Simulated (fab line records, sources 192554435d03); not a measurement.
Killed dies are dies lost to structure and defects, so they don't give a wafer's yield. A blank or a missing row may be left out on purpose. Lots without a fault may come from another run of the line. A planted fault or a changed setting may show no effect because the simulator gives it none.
Split-lot experiment | flow n5_finfet | 7 lots, 21 wafers read, on a route of 1938 steps

THE SPLIT
At N5_SD_EPI_P_COAT_35 (time 60 s, resist thk 35 nm), the setting spin_rpm was moved away from the recipe's 1500 rpm on 4 of the 21 wafers read, by -8.0% to +10.8%. The other wafers ran this setting at the recipe's value.

FROM THE SPLIT TO THE READING: what the file shows between them, 3 steps
- N5_SD_EPI_P_COAT_03: resist thk 150 nm
- N5_SD_EPI_P_EBR_05
- N5_SD_EPI_P_DESCUM_14: chemistry O2, time 7.9 s

THE READING
etch.depth_nm (the simulator's own value, which no gauge read), in nm, at N5_SD_EPI_P_ETCH_36 (etches SiARC in CF4, target depth 45.5 nm, time 75.8 s). The file gives no usual value for it. The 17 wafers here that ran the recipe average 34.98 nm, standard deviation 0.09 nm.

wafer  | tool, chamber at the split | spin_rpm as run, rpm | against the recipe | etch.depth_nm, nm | against lot-mates on the recipe
L074.1 | litho_track-03, 0          | 1500                 | recipe             | 35.07             | -
L074.5 | litho_track-03, 0          | 1500                 | recipe             | 34.95             | -
L074.6 | litho_track-03, 0          | 1500                 | recipe             | 35.01             | -
L075.1 | litho_track-03, 0          | 1500                 | recipe             | 34.93             | -
L075.4 | litho_track-03, 0          | 1500                 | recipe             | 34.86             | -
L075.5 | litho_track-03, 0          | 1500                 | recipe             | 35.1              | -
L080.3 | litho_track-05, 0          | 1500                 | recipe             | 35.1              | -
L080.4 | litho_track-05, 0          | 1500                 | recipe             | 35.08             | -
L080.6 | litho_track-05, 0          | 1500                 | recipe             | 35.06             | -
L085.2 | litho_track-05, 0          | 1500                 | recipe             | 35.01             | -
L085.3 | litho_track-05, 0          | 1500                 | recipe             | 34.95             | -
L085.6 | litho_track-05, 0          | 1449                 | -3.4%              | 35.56             | +0.58
L086.1 | litho_track-02, 0          | 1380                 | -8.0%              | 36.26             | +1.47
L086.2 | litho_track-02, 0          | 1500                 | recipe             | 34.79             | -
L086.4 | litho_track-02, 0          | 1380                 | -8.0%              | 36.24             | +1.45
L088.2 | litho_track-02, 0          | 1500                 | recipe             | 34.89             | -
L088.4 | litho_track-02, 0          | 1500                 | recipe             | 34.87             | -
L088.5 | litho_track-02, 0          | 1662                 | +10.8%             | 33.23             | -1.65
L092.3 | litho_track-03, 0          | 1500                 | recipe             | 35.07             | -
L092.4 | litho_track-03, 0          | 1500                 | recipe             | 34.99             | -
L092.6 | litho_track-03, 0          | 1500                 | recipe             | 34.98             | -

THE FIT
A straight line over all 21 wafers: etch.depth_nm changes by -0.161 nm for each +1% of spin_rpm; r = -0.99; the points scatter about the line by 0.086 nm.
The same after taking each lot's own level away (the mean of its wafers on the recipe; 21 wafers): -0.168 nm for each +1%; r = -0.99; scatter 0.069 nm.
On that fit, the largest move of spin_rpm shifts the reading by 1.8 nm.
The lots' own levels span 34.790 to 35.080 nm, that is 3.2 times the standard deviation above.
So the lot-to-lot level changes the slope little: the two slopes agree.
Check: with one of the wafers moved furthest among these (+10.8%) left out of the fit, the line predicts -1.96 nm for it against its lot-mates. It came out at -1.65 nm against them.

OTHER SPLITS ON THESE WAFERS
These wafers also went through other splits before the reading. Each is held against what the fit with the lots' levels taken away leaves over:
other split on the same wafers | wafers away from the commonest value | r with etch.depth_nm (lot level and that fit taken away)
N5_WELL_APT_COAT_02 spin_rpm   | 7                                    | -0.10
N5_WELL_APT_COAT_19 spin_rpm   | 7                                    | +0.44
N5_WELL_APT_EXPOSE_22 dose_mj  | 5                                    | +0.11
N5_DUMMY_GATE_COAT_35 spin_rpm | 10                                   | +0.13
N5_SD_EPI_N_EPI_21 time_s      | 7                                    | -0.05

THE WHOLE CHAIN: every reading that the file lists as answering this split, in the file's order
step                | what it does                                           | reading                                                                           | change (the file's fit)               | r (the file's)
N5_SD_EPI_P_COAT_35 | time 60 s, resist thk 35 nm                            | SiARC_of_SD_EPI_P_COAT_35.thk_nm (the simulator's own value, which no gauge read) | -0.159 nm for each +1% of the setting | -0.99
N5_SD_EPI_P_ETCH_36 | etches SiARC in CF4, target depth 45.5 nm, time 75.8 s | etch.depth_nm (the simulator's own value, which no gauge read)                    | -0.163 nm for each +1% of the setting | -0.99

THE FILE'S OWN FIT
etch.depth_nm changes by -0.163 nm for each +1% of spin_rpm, r = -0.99.
